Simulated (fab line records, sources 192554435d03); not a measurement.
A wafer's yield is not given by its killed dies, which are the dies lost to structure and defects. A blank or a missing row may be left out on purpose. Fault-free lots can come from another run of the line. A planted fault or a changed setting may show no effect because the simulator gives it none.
fab line records    flow n5_finfet
record: lots: 6  wafers: 17  last_day: 17
route steps=1938 shown BEOL_M4@1111 BEOL_M9@1443 BEOL_M15@1830 PASSIVATION@1936
lots with no fault: from the same line, run without faults
start_h: start of the lot's first displayed wafer, in hours after the record's first day    wait_h: how many hours have passed since the lot's step before this one    " unchanged from the row above    L1.1+2: a row that stands for several wafers    - value missing, or start not given    * or withheld: withheld    < > ~ a bound
route shown NAME@n: a module of which the file shows steps, and the number in the route of the first    usual: mean/standard deviation of fault-free wafers    same: alike in all rows    chamber/n: place in a boat    sites: each site's reading    _std_site: standard deviation of those values    _edge_site: the outer-site mean with the inner-site mean subtracted    radius_mm: for every site, how far away it sits from the centre of the wafer    mask NAME#n: copy n    behind: the last tool/chamber to shape the wafer    hold: why the lot went on hold/how many hours it stayed there/how the hold came to an end    device: the n, p or np transistor that did not switch    end of line: the same wafers' tests at the end of the route    a step without rows: its recipe alone    killed: dies lost to structure and defects at the first sort, not the wafer's yield    map: shows each die of a wafer: x if killed, . if not, _ if none is there
set.NAME: the setting that was run; set.NAME@STEP: the one run at that earlier step    model.NAME: the simulator's own value behind a step, which no gauge read
one table for each step of the route and one row for each wafer, over a sample of lots
services: a tool's chamber out of use, with start hour (start_h, from the record's first day; less than 0 if before it), hours out, and reason
== steps ==
step: N5_BEOL_M4_RC_MEAS_101
usual: DIBL_N: 36.3/1.7  DIBL_P: 36.5/1.8  IOFF_N: 0.16/0.033  IOFF_P: 0.21/0.037  ION_N: 675/11  ION_P: 462/7.9  SS_N: 71.6/0.64  SS_P: 73.3/0.68  VT_N: 249/3.3  VT_P: -250/3.3
lot.wafer  tool       chamber  start_h  wait_h  DIBL_N[mV/V]  DIBL_P[mV/V]  IOFF_N[nA/um]  IOFF_P[nA/um]  ION_N[uA/um]  ION_P[uA/um]  SS_N[mV/dec]  SS_P[mV/dec]  VT_N[mV]  VT_P[mV]
L496.1     prober-01  0        182.71   0.0     36.4          35.8          0.15           0.22           672           463           72.0          72.9          249       -248
L496.2     "          0        "        "       38.2          38.6          0.19           0.26           682           470           71.9          74.6          245       -246
L496.4     "          0        "        "       37.6          37.2          0.16           0.24           671           466           72.3          74.0          250       -245
L500.1     prober-02  0        207.58   0.0     37.4          38.4          0.18           0.24           660           460           72.2          73.5          251       -247
L500.3     "          0        "        "       35.1          34.8          0.14           0.18           658           445           71.9          72.8          254       -251
L500.6     "          0        "        "       32.3          33.3          0.11           0.16           657           457           70.5          72.1          255       -254
L505.1     prober-02  0        250.98   0.0     38.8          39.3          0.21           0.25           672           458           71.6          74.9          245       -249
L505.3     "          0        "        "       36.4          34.7          0.15           0.17           665           448           71.3          72.5          253       -253
L505.5     "          0        "        "       38.9          38.0          0.21           0.22           676           453           72.8          74.5          248       -250
L509.3     prober-02  0        264.16   0.3     37.3          35.4          0.16           0.22           675           466           71.4          72.8          247       -246
L509.6     "          0        "        "       35.4          34.3          0.14           0.21           677           469           71.2          72.8          249       -245
L515.1     prober-01  0        298.10   0.0     33.2          33.6          0.12           0.16           669           452           71.2          72.4          252       -256
L515.3     "          0        "        "       36.3          37.7          0.18           0.21           678           461           71.9          74.4          248       -250
L515.5     "          0        "        "       36.8          38.6          0.19           0.22           677           458           72.1          74.3          246       -253
L514.1     prober-02  0        298.18   0.0     36.2          35.1          0.14           0.17           662           447           71.2          73.8          253       -251
L514.2     "          0        "        "       37.3          36.3          0.16           0.18           677           458           72.1          73.9          249       -254
L514.6     "          0        "        "       37.5          37.0          0.16           0.20           673           458           71.5          74.2          247       -253
step: N5_BEOL_M9_VIA_ETCH_34
recipe: chemistry: C4F6/O2  target: SiCOH_lowk  target_depth_a: 1824  mask_material: SOC  taper_deg: 4  time_s: 68.4  ion_energy_ev: 250  pressure_mtorr: 30  source_w: 345  bias_w: 185  Ar_flow_sccm: 300  C4F6_flow_sccm: 10  O2_flow_sccm: 10
usual: chamber_pressure_mTorr: 29.999/0.026  drypump_motor_current_A: 5.8/0.4  oes_o_777_au: 0.76/0.084  oes_product_au: 0.76/0.086  rf_vpp_V: 664/9.3  showerhead_plenum_p_Torr: 2.84/0.072  throttle_valve_pct: 20.95/0.24
lot.wafer  tool         chamber  start_h  wait_h  chamber_pressure_mTorr  drypump_motor_current_A  oes_o_777_au  oes_product_au  rf_hours_counter_h  rf_vpp_V  showerhead_plenum_p_Torr  throttle_valve_pct
L496.1     rie_diel-05  0        224.82   0.0     29.950                  6.1                      0.83          0.81            79                  668       2.86                      21.00
L496.2     "            1        "        "       29.985                  6.3                      0.69          0.67            238                 645       2.93                      20.89
L496.4     "            2        "        "       29.978                  5.3                      0.72          0.70            199                 650       2.94                      20.77
L500.1     rie_diel-04  3        248.25   0.0     30.010                  5.3                      0.96          0.97            11                  675       2.81                      20.38
L500.3     "            1        "        "       29.991                  5.2                      0.83          0.85            58                  677       2.90                      21.00
L500.6     "            3        "        "       30.041                  5.3                      0.98          0.98            -                   673       2.81                      20.38
L505.1     rie_diel-05  2        291.63   0.0     30.014                  5.3                      0.70          0.68            224                 650       2.93                      20.80
L505.3     "            3        "        "       30.009                  6.1                      0.76          0.76            135                 657       2.75                      20.94
L505.5     "            2        "        "       30.043                  5.3                      0.71          0.67            -                   649       2.93                      20.82
L509.3     rie_diel-02  2        308.59   0.0     29.991                  6.3                      0.71          0.69            213                 666       2.92                      21.02
L509.6     "            2        "        "       30.003                  6.2                      0.71          0.69            -                   667       2.92                      21.03
L514.1     rie_diel-05  3        342.02   0.0     29.978                  6.1                      0.75          0.74            151                 658       2.74                      20.96
L514.2     "            0        "        "       29.989                  6.1                      0.79          0.78            120                 666       2.85                      21.06
L514.6     "            2        "        "       30.036                  5.3                      0.70          0.67            -                   650       2.92                      20.83
L515.1     rie_diel-05  1        346.70   0.0     29.933                  6.3                      0.92          0.92            16                  644       2.91                      20.48
L515.3     "            0        "        "       29.986                  6.0                      0.79          0.78            121                 667       2.85                      21.07
L515.5     "            1        "        "       30.016                  6.3                      0.91          0.92            -                   645       2.91                      20.49
step: N5_BEOL_M9_TRENCH_ETCH_37
recipe: chemistry: C4F6/O2  target_depth_a: 1514.3  target: SiCOH_lowk  time_s: 49  ion_energy_ev: 250  pressure_mtorr: 30  source_w: 345  bias_w: 185  Ar_flow_sccm: 300  C4F6_flow_sccm: 10  O2_flow_sccm: 10
usual: chamber_pressure_mTorr: 29.999/0.028  drypump_motor_current_A: 5.8/0.4  oes_o_777_au: 0.76/0.084  oes_product_au: 0.76/0.085  rf_vpp_V: 664/9  showerhead_plenum_p_Torr: 2.84/0.072  throttle_valve_pct: 20.97/0.24
lot.wafer  tool         chamber  start_h  wait_h  chamber_pressure_mTorr  drypump_motor_current_A  oes_o_777_au  oes_product_au  rf_hours_counter_h  rf_vpp_V  showerhead_plenum_p_Torr  throttle_valve_pct
L496.1     rie_diel-05  0        -        -       30.010                  6.1                      0.84          0.82            79                  667       2.86                      21.03
L496.2     "            1        "        "       29.993                  6.4                      0.68          0.67            238                 645       2.93                      20.91
L496.4     "            2        "        "       30.015                  5.3                      0.74          0.70            199                 650       2.94                      20.80
L500.1     rie_diel-04  3        -        -       30.001                  5.3                      0.98          0.96            11                  673       2.81                      20.41
L500.3     "            1        "        "       30.066                  5.2                      0.83          0.84            58                  676       2.90                      21.01
L500.6     "            3        "        "       30.000                  5.3                      0.97          0.96            -                   673       2.81                      20.43
L505.1     rie_diel-05  2        -        -       29.996                  5.3                      0.71          0.69            224                 652       2.93                      20.84
L505.3     "            3        "        "       30.007                  6.1                      0.77          0.76            135                 658       2.75                      20.95
L505.5     "            2        "        "       29.968                  5.3                      0.71          0.69            -                   650       2.93                      20.84
L509.3     rie_diel-02  2        -        -       29.983                  6.3                      0.71          0.69            214                 666       2.92                      21.05
L509.6     "            2        "        "       29.962                  6.3                      0.71          0.69            -                   666       2.92                      21.04
L514.1     rie_diel-05  3        -        -       29.966                  6.1                      0.75          0.74            151                 658       2.74                      20.99
L514.2     "            0        "        "       30.016                  6.1                      0.79          0.78            120                 668       2.85                      21.07
L514.6     "            2        "        "       29.989                  5.3                      0.70          0.67            -                   650       2.92                      20.87
L515.1     rie_diel-05  1        -        -       30.009                  6.3                      0.91          0.91            16                  646       2.91                      20.49
L515.3     "            0        "        "       29.986                  6.1                      0.79          0.76            122                 668       2.85                      21.08
L515.5     "            1        "        "       30.024                  6.3                      0.92          0.92            -                   644       2.91                      20.50
step: N5_BEOL_M9_ALD_74
recipe: material: TaN  target_thk_a: 20  temp_c: 275  ald_precursor_family: PDMAT  ald_co_reactant: NH3  pressure_torr: 3  carrier_flow_sccm: 1500  pulse_time_s: 2  purge_time_s: 3  co_reactant_purge_time_s: 2  co_reactant_pulse_time_s: 3  ald_cycles: 40  precursor_vessel_temp_c: 75  precursor_vessel_pressure_torr: 26.25  precursor_vessel_carrier_sccm: 1000
usual: ald_cycles: 40/0  heater_power_w: 433/53  susceptor_temp_C: 275.00/0.19
lot.wafer  tool          chamber  start_h  wait_h  ald_cycles  heater_power_w  susceptor_temp_C
L496.1     ald_metal-03  3        225.74   0.0     40          463             275.11
L496.2     "             1        "        "       40          490             274.92
L496.4     "             0        "        "       40          376             274.70
L500.1     ald_metal-03  1        249.86   0.0     40          501             274.81
L500.3     "             0        "        "       40          362             275.09
L500.6     "             1        "        "       40          490             275.08
L505.1     ald_metal-03  1        292.53   0.0     40          502             275.08
L505.3     "             3        "        "       17          474             -
L505.5     "             2        "        "       40          397             275.07
L509.3     ald_metal-03  3        309.49   0.0     17          472             -
L509.6     "             2        "        "       40          392             275.20
L514.1     ald_metal-04  0        343.15   0.0     40          403             274.88
L514.2     "             3        "        "       40          536             275.06
L514.6     "             2        "        "       40          369             275.14
L515.1     ald_metal-01  1        348.05   0.3     40          429             274.79
L515.3     "             3        "        "       40          387             275.18
L515.5     "             1        "        "       40          443             275.01
step: N5_BEOL_M9_CMP_52
recipe: stop_on: SiCOH_lowk  t_overpolish_s: 7  down_force_psi: 1  platen_rpm: 50  clearing_platen_down_force_psi: 1.5  clearing_platen_rpm: 50  post_cmp_clean: cu_alkaline  target_thk_nm: 140  clearing_platen_pad_velocity_m_s: 0.99484  pad_velocity_m_s: 0.99484
usual: barrier_field_endpoint_s: 28.9/0.6  head_pressure_psi: 0.9999/0.0021  motor_current_A: 6.2/0.67
lot.wafer  tool    chamber  start_h  wait_h  barrier_field_endpoint_s  head_pressure_psi  motor_current_A
L496.2     cmp-01  0        226.89   0.2     28.0                      1.0039             5.7
L496.4     "       2        "        "       28.2                      0.9990             6.7
L496.1     "       3        "        "       29.4                      1.0026             7.4
L500.1     cmp-02  2        251.20   0.3     28.9                      1.0027             5.9
L500.3     "       3        "        "       28.9                      0.9979             6.2
L500.6     "       2        "        "       28.9                      0.9977             5.8
L505.3     cmp-02  3        293.57   0.2     26.8                      0.9985             6.3
L505.1     "       0        "        "       29.6                      0.9980             6.0
L505.5     "       3        "        "       29.1                      0.9976             6.6
L509.3     cmp-01  0        311.19   0.2     27.1                      1.0025             6.0
L509.6     "       3        "        "       29.5                      0.9964             7.0
L514.2     cmp-01  1        345.27   0.8     29.5                      0.9993             5.2
L514.1     "       2        "        "       29.2                      1.0020             6.9
L514.6     "       2        "        "       29.5                      1.0007             7.4
L515.3     cmp-02  1        350.09   0.2     29.3                      0.9978             6.3
L515.1     "       2        "        "       29.0                      1.0038             5.8
L515.5     "       2        "        "       30.0                      1.0020             5.8
step: N5_BEOL_M9_DEP_56
recipe: material: SiCN  target_thk_a: 150  temp_c: withheld  precursor: 3MS/NH3  pressure_torr: 3  rf_w: 202  time_s: 26.5
usual: showerhead_plenum_p_Torr: 3.665/0.011  throttle_valve_pct: 9.0/0.38
lot.wafer  tool      chamber  start_h  wait_h  showerhead_plenum_p_Torr  throttle_valve_pct
L496.1     pecvd-04  0        227.26   0.0     3.664                     9.2
L496.2     "         1        "        "       3.661                     9.3
L496.4     "         1        "        "       3.653                     9.2
L500.1     pecvd-03  2        251.55   0.0     3.675                     8.7
L500.3     "         0        "        "       3.664                     9.4
L500.6     "         1        "        "       3.668                     8.9
L505.1     pecvd-03  2        293.92   0.0     3.675                     8.8
L505.3     "         1        "        "       3.676                     8.8
L505.5     "         2        "        "       3.685                     8.9
L509.3     pecvd-03  0        311.51   0.0     3.654                     9.4
L509.6     "         2        "        "       3.678                     9.0
L514.1     pecvd-03  2        345.63   0.0     3.681                     9.0
L514.2     "         1        "        "       3.678                     9.0
L514.6     "         2        "        "       3.676                     9.1
L515.1     pecvd-04  0        350.45   0.0     3.652                     9.3
L515.3     "         1        "        "       3.653                     9.3
L515.5     "         2        "        "       3.654                     8.0
step: N5_BEOL_M15_RC_MEAS_101
usual: etest_temp_c: 25.03/0.092  COMB_M10: 1.4e-11/3.1e-12  COMB_M11: 1.4e-11/3.5e-12  COMB_M12: 5.8e-12/1.3e-12  COMB_M13: 4.2e-12/1.1e-12  COMB_M14: 3.1e-12/7.3e-13  COMB_M15: 1.9e-12/5.6e-13  COMB_M5: 3.4e-11/7.2e-12  COMB_M6: 2.6e-11/5.8e-12  COMB_M7: 2.5e-11/5.3e-12  COMB_M8: 2.5e-11/5.4e-12  COMB_M9: 1.4e-11/3.1e-12  COMB_M9_max_site: 2e-11/4.6e-12  SERP_M10: 3.05/0.091  SERP_M11: 3.11/0.081  SERP_M12: 0.625/0.017  SERP_M13: 0.310/0.0066  SERP_M14: 0.162/0.0053  SERP_M5: 38.8/1.7  SERP_M5_max_site: 40.4/1.9  SERP_M6: 14.2/0.6  SERP_M7: 14.0/0.55  SERP_M8: 14.0/0.57  SERP_M9: 3.08/0.087
lot.wafer  tool       chamber  start_h  wait_h  etest_temp_c  COMB_M10[S/m]  COMB_M11[S/m]  COMB_M12[S/m]  COMB_M13[S/m]  COMB_M14[S/m]  COMB_M15[S/m]  COMB_M5[S/m]  COMB_M6[S/m]  COMB_M7[S/m]  COMB_M8[S/m]  COMB_M9[S/m]  COMB_M9_max_site[S/m]  SERP_M10[ohm/um]  SERP_M11[ohm/um]  SERP_M12[ohm/um]  SERP_M13[ohm/um]  SERP_M14[ohm/um]  SERP_M5[ohm/um]  SERP_M5_max_site[ohm/um]  SERP_M6[ohm/um]  SERP_M7[ohm/um]  SERP_M8[ohm/um]  SERP_M9[ohm/um]
L496.1     prober-01  0        272.00   0.0     25.01         1.8e-11        1.3e-11        4.7e-12        3.1e-12        3.7e-12        3.3e-12        4.2e-11       1.5e-11       3.7e-11       3.5e-11       2.1e-11       2.4e-11                3.09              3.27              0.624             0.311             0.167             38.1             39.9                      13.6             14.1             13.7             2.98
L496.2     "          0        "        "       24.87         1.4e-11        1.6e-11        7e-12          4.9e-12        3.8e-12        1.8e-12        2.7e-11       1.9e-11       2e-11         1.9e-11       1.6e-11       2.1e-11                3.23              3.15              0.643             0.310             0.160             37.9             38.7                      13.9             13.5             14.0             3.13
L496.4     "          0        "        "       25.05         1.2e-11        1.6e-11        6.1e-12        3.3e-12        2.8e-12        2.3e-12        4.1e-11       2e-11         2.7e-11       2.6e-11       1.6e-11       2.6e-11                3.08              3.25              0.633             0.317             0.163             39.2             40.6                      13.4             14.3             13.7             3.15
L500.1     prober-01  0        301.79   0.0     25.07         1.7e-11        2e-11          4.2e-12        4.8e-12        3.8e-12        1.5e-12        2.8e-11       2.1e-11       3.4e-11       3.5e-11       1.6e-11       2.1e-11                3.11              2.98              0.645             0.312             0.161             40.0             42.1                      14.3             14.7             14.9             2.91
L500.3     "          0        "        "       25.07         1.6e-11        1.8e-11        5.5e-12        3.3e-12        4.2e-12        1.3e-12        3.3e-11       2e-11         2.3e-11       2.9e-11       1.7e-11       1.8e-11                2.96              3.11              0.617             0.317             0.156             39.7             41.6                      14.9             15.1             13.8             3.08
L500.6     "          0        "        "       25.11         1.1e-11        1.6e-11        4.8e-12        3.1e-12        2.2e-12        1.1e-12        2.4e-11       2.7e-11       2.5e-11       2.9e-11       1.4e-11       2e-11                  2.99              3.10              0.601             0.313             0.166             40.9             42.4                      14.6             14.1             14.3             3.02
L505.1     prober-02  0        340.62   0.0     25.07         1.4e-11        1.8e-11        5.2e-12        5.4e-12        2.4e-12        1.4e-12        3.5e-11       2.4e-11       2.6e-11       2.2e-11       1e-11         1.3e-11                3.13              3.16              0.604             0.296             0.170             39.8             41.6                      13.8             15.7             13.4             3.18
L505.3     "          0        "        "       25.01         1.4e-11        1.3e-11        7.7e-12        5.1e-12        3.5e-12        1.8e-12        3.1e-11       2e-11         2.5e-11       2.3e-11       2.08e-10      3.71e-10               3.05              3.10              0.643             0.299             0.162             39.2             40.7                      13.8             14.3             14.8             2.78
L505.5     "          0        "        "       25.12         1.3e-11        2.1e-11        5e-12          7.8e-12        4e-12          1.9e-12        3.6e-11       2e-11         2.9e-11       3.1e-11       1.6e-11       2.7e-11                3.09              3.19              0.601             0.301             0.159             38.9             40.0                      13.4             14.1             13.8             3.18
L509.3     prober-01  0        352.56   0.3     25.01         1.7e-11        1.1e-11        8.2e-12        5e-12          1.8e-12        1.6e-12        3.3e-11       2.2e-11       2e-11         2.1e-11       2.32e-10      3.04e-10               3.11              3.12              0.611             0.307             0.149             41.5             43.3                      15.4             14.0             13.6             3.06
L509.6     "          0        "        "       25.05         1e-11          1.5e-11        6.3e-12        3.9e-12        3.1e-12        1.5e-12        3.8e-11       1.9e-11       2.9e-11       3.9e-11       1.4e-11       2.3e-11                3.03              3.04              0.599             0.312             0.165             38.3             41.5                      14.5             13.6             14.5             3.27
L514.1     prober-01  0        377.95   0.0     24.97         1.9e-11        1.7e-11        4.2e-12        3.6e-12        2.5e-12        2.2e-12        3.1e-11       2.9e-11       2.7e-11       2.2e-11       1.1e-11       1.6e-11                2.90              3.02              0.616             0.304             0.164             42.8             44.6                      13.9             14.0             12.6             2.98
L514.2     "          0        "        "       24.88         1.4e-11        1.8e-11        9.3e-12        5.4e-12        3.4e-12        1.5e-12        3.7e-11       2.8e-11       1.7e-11       1.7e-11       1.1e-11       1.3e-11                3.04              3.11              0.601             0.308             0.149             37.9             39.3                      14.3             13.4             13.3             3.00
L514.6     "          0        "        "       24.92         1.9e-11        2.4e-11        6.9e-12        3.3e-12        3.7e-12        2.1e-12        3.1e-11       3.1e-11       2.8e-11       2.7e-11       1.3e-11       1.7e-11                3.22              3.16              0.628             0.310             0.166             42.3             44.6                      14.8             14.5             12.7             3.16
L515.1     prober-01  0        389.09   0.0     24.93         1.3e-11        1.4e-11        4.8e-12        3.3e-12        4.5e-12        1.7e-12        6.3e-11       2.2e-11       2.1e-11       3.4e-11       1.6e-11       2.7e-11                2.98              3.07              0.592             0.305             0.169             38.1             38.5                      13.4             13.2             12.8             3.00
L515.3     "          0        "        "       24.98         1.6e-11        1.1e-11        3e-12          3.1e-12        3.2e-12        1.1e-12        4.8e-11       2.5e-11       2.4e-11       2.8e-11       1.3e-11       1.5e-11                3.13              3.14              0.638             0.310             0.159             37.2             39.0                      13.6             14.0             14.2             3.04
L515.5     "          0        "        "       25.07         1.6e-11        1.8e-11        4.8e-12        2.3e-12        3.4e-12        2e-12          5.1e-11       2.5e-11       1.9e-11       2.7e-11       1.5e-11       3e-11                  3.14              3.08              0.604             0.317             0.167             36.5             38.0                      13.7             13.5             14.5             3.00
sites COMB_M9 radius_mm=0,75,75,75,75,140,140,140,140
L496.1 2.4e-11 2.3e-11 2e-11 2e-11 2.2e-11 1.8e-11 2.1e-11 2.4e-11 2e-11
L500.1 1.6e-11 1.5e-11 1.8e-11 1.9e-11 1.3e-11 1.7e-11 1.2e-11 1.6e-11 2.1e-11
L505.1 9e-12 1.3e-11 1.2e-11 1e-11 1.3e-11 1e-11 1.1e-11 1e-11 7e-12
L509.3 3.04e-10 2.31e-10 2.94e-10 1.93e-10 2.86e-10 1.98e-10 2.32e-10 2.66e-10 2.19e-10
L514.1 1e-11 8e-12 1.6e-11 1.3e-11 1.1e-11 9e-12 1.2e-11 1e-11 1.4e-11
L515.1 1.7e-11 1.7e-11 1.2e-11 1.6e-11 2e-11 1.4e-11 1.5e-11 1.4e-11 2.7e-11
step: N5_PASSIVATION_PROBE_49
usual: defect_limited_yield: 91.3/1.5  killed_at_M0_to_M3: 34/9.4  killed_at_M4_up: 13/5.3  killed_at_contacts: 13/5.7  killed_at_front_end: 40/10  killed_at_other: 3.7/2.8  killed_dies: 103/17  killed_open: 67/13  killed_short: 35/8.5  sort_bin_4_leakage: 0.00/0.016  sort_bin_5_function: 5.0/0.98  sort_bin_6_memory: 3.3/0.7  sort_n_pass: 1077/17  sort_yield_pct: 91.3/1.5
same: gross_dies: 1180  killed_at_back_side: 0  sort_bin_8_speed[%]: 0
lot.wafer  tool       chamber  start_h  wait_h  defect_limited_yield[%]  killed_at_M0_to_M3  killed_at_M4_up  killed_at_contacts  killed_at_front_end  killed_at_other  killed_dies  killed_open  killed_short  sort_bin_4_leakage[%]  sort_bin_5_function[%]  sort_bin_6_memory[%]  sort_n_pass  sort_yield_pct[%]
L505.1     prober-01  -        355.52   0.0     90.8                     24                  17               11                  51                   5                108          70           37            0                      5.1                     3.7                   1072         90.8
L505.3     prober-01  -        355.62   0.1     89.2                     25                  21               18                  59                   4                127          68           44            1.27                   5.7                     3.5                   1053         89.2
L505.5     prober-01  -        355.72   0.2     91.9                     26                  7                15                  39                   8                95           67           27            0                      4.7                     3.1                   1085         91.9
L509.3     prober-02  -        365.44   0.1     89.9                     42                  36               1                   35                   5                119          82           22            1.27                   4.9                     3.9                   1061         89.9
L509.6     prober-02  -        365.59   0.3     93.9                     39                  5                5                   19                   4                72           54           17            0                      3.8                     1.9                   1108         93.9
killed by level:class
L505.1 MOL_CONTACT_COAG:geometric_particle:open=10 BEOL_M2:geometric_particle:open=9 STI_FIN_REVEAL:geometric_particle:open=7 FIN_SAQP:geometric_particle:open=6 GATE_CUT:geometric_particle:short=6 GATE_CUT:geometric_particle:open=6 BEOL_M4:geometric_particle:open=6 STARTING-WAFER:geometric_particle:short=5
L505.3 M9:area_ald=15 FIN_SAQP:geometric_particle:open=13 MOL_CONTACT_COAG:geometric_particle:open=11 BEOL_M2:geometric_particle:open=10 STI_FIN_REVEAL:geometric_particle:open=8 FIN_SAQP:geometric_particle:short=7 MOL_CONTACT_COAG:geometric_particle:short=7 STI_FIN_REVEAL:geometric_particle:short=6
L505.5 MOL_CONTACT_COAG:geometric_particle:open=14 BEOL_M2:geometric_particle:open=12 GATE_CUT:geometric_particle:short=8 STARTING-WAFER:geometric_particle:open=7 FIN_SAQP:geometric_particle:open=6 BEOL_M0_SAQP:geometric_particle:open=4 FIN_SAQP:geometric_particle:short=3 STI_FIN_REVEAL:geometric_particle:open=3
L509.3 BEOL_M3:geometric_particle:open=17 M9:area_ald=15 BEOL_M4:geometric_particle:open=14 STI_FIN_REVEAL:geometric_particle:open=12 BEOL_M2:geometric_particle:open=6 FIN_SAQP:geometric_particle:open=5 DUMMY_GATE:geometric_particle:open=5 BEOL_M0_SAQP:geometric_particle:short=5
L509.6 BEOL_M3:geometric_particle:open=12 BEOL_M2:geometric_particle:open=7 MOL_CONTACT_COAG:geometric_particle:open=5 STI_FIN_REVEAL:geometric_particle:open=4 BEOL_M0_SAQP:geometric_particle:open=4 BEOL_M0:geometric_particle:open=4 BEOL_M1:geometric_particle:open=4 GATE_CUT:geometric_particle:short=3
== services ==
tool          chamber  start_h  hours  kind
ald_metal-01  -        217.42   8.7    pm
cmp-01        -        221.20   4.0    pm
ald_metal-01  3        227.22   2.6    repair
rie_diel-04   1        229.69   7.4    repair
ald_metal-03  2        231.99   5.6    repair
pecvd-03      2        237.15   4.5    repair
cmp-01        -        247.09   14.3   pm
ald_metal-03  -        252.44   0.6    repair
rie_diel-05   3        265.18   6.2    repair
cmp-01        -        268.07   5.1    pm
rie_diel-04   -        273.42   14.6   pm
rie_diel-02   0        279.54   8.0    repair
ald_metal-01  3        280.37   2.7    repair
ald_metal-01  -        281.92   2.0    repair
rie_diel-02   0        289.38   4.3    repair
ald_metal-04  3        314.20   3.4    repair
rie_diel-02   0        316.61   4.1    repair
rie_diel-02   2        319.89   2.5    repair
rie_diel-02   3        323.57   29.4   repair
cmp-01        -        324.08   3.3    repair
rie_diel-02   1        326.74   3.5    repair
pecvd-04      -        330.61   0.5    repair
ald_metal-03  -        339.33   1.0    repair
cmp-02        -        341.55   6.4    pm
== key ==
first_sign: step: N5_BEOL_M9_ALD_74  reading: ald_cycles  direction: down  sigmas: 99+  usual: *  struck: *
effect: step: N5_BEOL_M9_CMP_52  reading: barrier_field_endpoint_s  direction: down  sigmas: 3.2  usual: 28.9  struck: 27.0
effect: step: N5_BEOL_M15_RC_MEAS_101  reading: COMB_M9  direction: up  sigmas: 67  usual: 1.4e-11  struck: 2.2e-10
effect: step: N5_PASSIVATION_PROBE_49  reading: sort_bin_4_leakage  direction: up  sigmas: 15  usual: 0.00  struck: 1.27
met_at N5_BEOL_M9_ALD_74
struck_lots L505,L509
struck_wafers L505.3,L509.3
not_acting_at N5_BEOL_M9_VIA_ETCH_34,N5_BEOL_M9_TRENCH_ETCH_37,N5_BEOL_M9_DEP_56
onset_between 249.86 292.53
fault: kind: process_parameter_drift  tool: ald_metal-03  chamber: -  onset_h: 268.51  steps: N5_BEOL_M9_ALD_74  channel: ald_cycles  offset: *  shape: step  end_h: 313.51  scope: struck_wafers_only  acts_in: *  stated: *
